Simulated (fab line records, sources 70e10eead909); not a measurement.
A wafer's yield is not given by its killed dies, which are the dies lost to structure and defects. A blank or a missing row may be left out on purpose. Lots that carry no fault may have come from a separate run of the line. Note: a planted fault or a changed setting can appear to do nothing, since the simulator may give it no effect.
Chamber matching    flow nandHarc    4 sister chambers for NHARC_A_CHANNEL_FILL_D1_STRIP_28 on rieDiel-02
The step strips in O2, time 20 s. 4 wafers are shown with their chamber, then 10 later ones without.

## EACH WAFER AND ITS CHAMBER
wafer   chamber  drypumpMotorCurrentA (A)
L079.4  1        6.3
L088.1  3        5.0
L086.1  0        5.7
L086.3  2        4.8

## WAFERS WITHOUT THEIR CHAMBER
wafer   drypumpMotorCurrentA (A)
L086.5  5.8
L090.1  4.8
L090.2  5.0
L090.6  4.8
L093.1  5.1
L093.2  5.7
L093.6  5.1
L096.1  4.8
L096.4  6.2
L096.5  6.2

## EACH ONE'S CHAMBER
wafer   from the rows above  in truth
L086.5  0                    0
L090.1  2                    2
L090.2  3                    3
L090.6  2                    2
L093.1  3                    3
L093.2  0                    0
L093.6  3                    3
L096.1  2                    2
L096.4  1                    1
L096.5  1                    1
Placed correctly: 10 of 10. Number that these rows cannot place: 0. Number placed wrongly: 0.
How it was worked out, from the rows above alone: a wafer's distance from a chamber is the root of the sum, over the readings, of the square of ((its reading less the chamber's mean) divided by the reading's scatter). The wafer belongs to the nearest chamber; if the next one is less than 2 further off, it can't be placed. The mean given for a chamber averages the wafers shown for that chamber. The scatter: root of mean squared gap, hidden wafer to nearest shown wafer, with one shown wafer a chamber.
